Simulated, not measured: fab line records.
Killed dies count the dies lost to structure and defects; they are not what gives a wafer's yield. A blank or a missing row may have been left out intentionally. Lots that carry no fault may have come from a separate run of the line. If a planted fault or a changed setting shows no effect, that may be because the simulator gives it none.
Chamber matching :: flow n5-finfet :: 4 sister chambers for N5_BEOL_M10_ETCH_62 on rie-diel-04
The step etches SOC in N2/H2, target depth 110 nm, overetch 22 nm, time 165 s. 16 wafers are shown with their chamber, then 8 later ones without.

## WAFERS PAIRED WITH THEIR CHAMBERS
wafer: L079.1
chamber: 0
showerhead-plenum-p-Torr (Torr): 2.49
drypump-motor-current-A (A): 6.5
throttle-valve-pct (%): 17.54

wafer: L079.4
chamber: 1
showerhead-plenum-p-Torr (Torr): 2.49
drypump-motor-current-A (A): 5.9
throttle-valve-pct (%): 17.72

wafer: L079.6
chamber: 3
showerhead-plenum-p-Torr (Torr): 2.68
drypump-motor-current-A (A): 6.0
throttle-valve-pct (%): 17.74

wafer: L080.1
chamber: 2
showerhead-plenum-p-Torr (Torr): 2.46
drypump-motor-current-A (A): 5.9
throttle-valve-pct (%): 17.92

wafer: L080.3
chamber: 1
showerhead-plenum-p-Torr (Torr): 2.49
drypump-motor-current-A (A): 6.0
throttle-valve-pct (%): 17.73

wafer: L080.6
chamber: 1
showerhead-plenum-p-Torr (Torr): 2.49
drypump-motor-current-A (A): 6.0
throttle-valve-pct (%): 17.73

wafer: L081.1
chamber: 0
showerhead-plenum-p-Torr (Torr): 2.48
drypump-motor-current-A (A): 6.5
throttle-valve-pct (%): 17.54

wafer: L081.4
chamber: 1
showerhead-plenum-p-Torr (Torr): 2.49
drypump-motor-current-A (A): 6.0
throttle-valve-pct (%): 17.73

wafer: L081.6
chamber: 1
showerhead-plenum-p-Torr (Torr): 2.49
drypump-motor-current-A (A): 6.0
throttle-valve-pct (%): 17.73

wafer: L088.2
chamber: 1
showerhead-plenum-p-Torr (Torr): 2.48
drypump-motor-current-A (A): 6.0
throttle-valve-pct (%): 17.76

wafer: L088.3
chamber: 0
showerhead-plenum-p-Torr (Torr): 2.48
drypump-motor-current-A (A): 6.6
throttle-valve-pct (%): 17.56

wafer: L088.5
chamber: 0
showerhead-plenum-p-Torr (Torr): 2.48
drypump-motor-current-A (A): 6.5
throttle-valve-pct (%): 17.55

wafer: L089.2
chamber: 3
showerhead-plenum-p-Torr (Torr): 2.67
drypump-motor-current-A (A): 6.0
throttle-valve-pct (%): 17.78

wafer: L089.3
chamber: 1
showerhead-plenum-p-Torr (Torr): 2.48
drypump-motor-current-A (A): 5.9
throttle-valve-pct (%): 17.76

wafer: L089.6
chamber: 0
showerhead-plenum-p-Torr (Torr): 2.48
drypump-motor-current-A (A): 6.5
throttle-valve-pct (%): 17.56

wafer: L092.1
chamber: 0
showerhead-plenum-p-Torr (Torr): 2.48
drypump-motor-current-A (A): 6.5
throttle-valve-pct (%): 17.57

SIGNATURES, as means of the wafers listed above
reading: showerhead-plenum-p-Torr
chamber 0: 2.4817
chamber 1: 2.4871
chamber 2: 2.4600
chamber 3: 2.6750
scatter within a chamber: 0.0048

reading: drypump-motor-current-A
chamber 0: 6.517
chamber 1: 5.971
chamber 2: 5.900
chamber 3: 6.000
scatter within a chamber: 0.0434

reading: throttle-valve-pct
chamber 0: 17.5533
chamber 1: 17.7371
chamber 2: 17.9200
chamber 3: 17.7600
scatter within a chamber: 0.016
Rule: a wafer lies at a distance from a chamber equal to the root of the sum of squares, over the readings, of (its reading less the chamber's mean, divided by the reading's scatter). The wafer belongs to the nearest chamber; if the next one is less than 2 further off, it can't be placed. The scatter is the square root of a quotient: the sum, over the shown wafers, of each reading's squared deviation from its chamber's mean, divided by wafers minus chambers.

## WAFERS MISSING THEIR CHAMBER
wafer: L092.4
showerhead-plenum-p-Torr (Torr): 2.67
drypump-motor-current-A (A): 6.0
throttle-valve-pct (%): 17.78

wafer: L092.6
showerhead-plenum-p-Torr (Torr): 2.45
drypump-motor-current-A (A): 5.9
throttle-valve-pct (%): 17.97

wafer: L095.1
showerhead-plenum-p-Torr (Torr): 2.47
drypump-motor-current-A (A): 6.6
throttle-valve-pct (%): 17.57

wafer: L095.3
showerhead-plenum-p-Torr (Torr): 2.67
drypump-motor-current-A (A): 6.0
throttle-valve-pct (%): 17.79

wafer: L095.4
showerhead-plenum-p-Torr (Torr): 2.48
drypump-motor-current-A (A): 6.0
throttle-valve-pct (%): 17.77

wafer: L097.1
showerhead-plenum-p-Torr (Torr): 2.47
drypump-motor-current-A (A): 6.5
throttle-valve-pct (%): 17.58

wafer: L097.4
showerhead-plenum-p-Torr (Torr): 2.47
drypump-motor-current-A (A): 6.0
throttle-valve-pct (%): 17.78

wafer: L097.5
showerhead-plenum-p-Torr (Torr): 2.47
drypump-motor-current-A (A): 6.5
throttle-valve-pct (%): 17.58

## CHAMBER TAKEN BY EACH
wafer: L092.4
from the rows above: 3
in truth: 3

wafer: L092.6
from the rows above: 2
in truth: 2

wafer: L095.1
from the rows above: 0
in truth: 0

wafer: L095.3
from the rows above: 3
in truth: 3

wafer: L095.4
from the rows above: 1
in truth: 1

wafer: L097.1
from the rows above: 0
in truth: 0

wafer: L097.4
from the rows above: 1
in truth: 1

wafer: L097.5
from the rows above: 0
in truth: 0
Correctly placed: 8 of 8. From these rows, 0 cannot be placed. 0 placed wrongly.
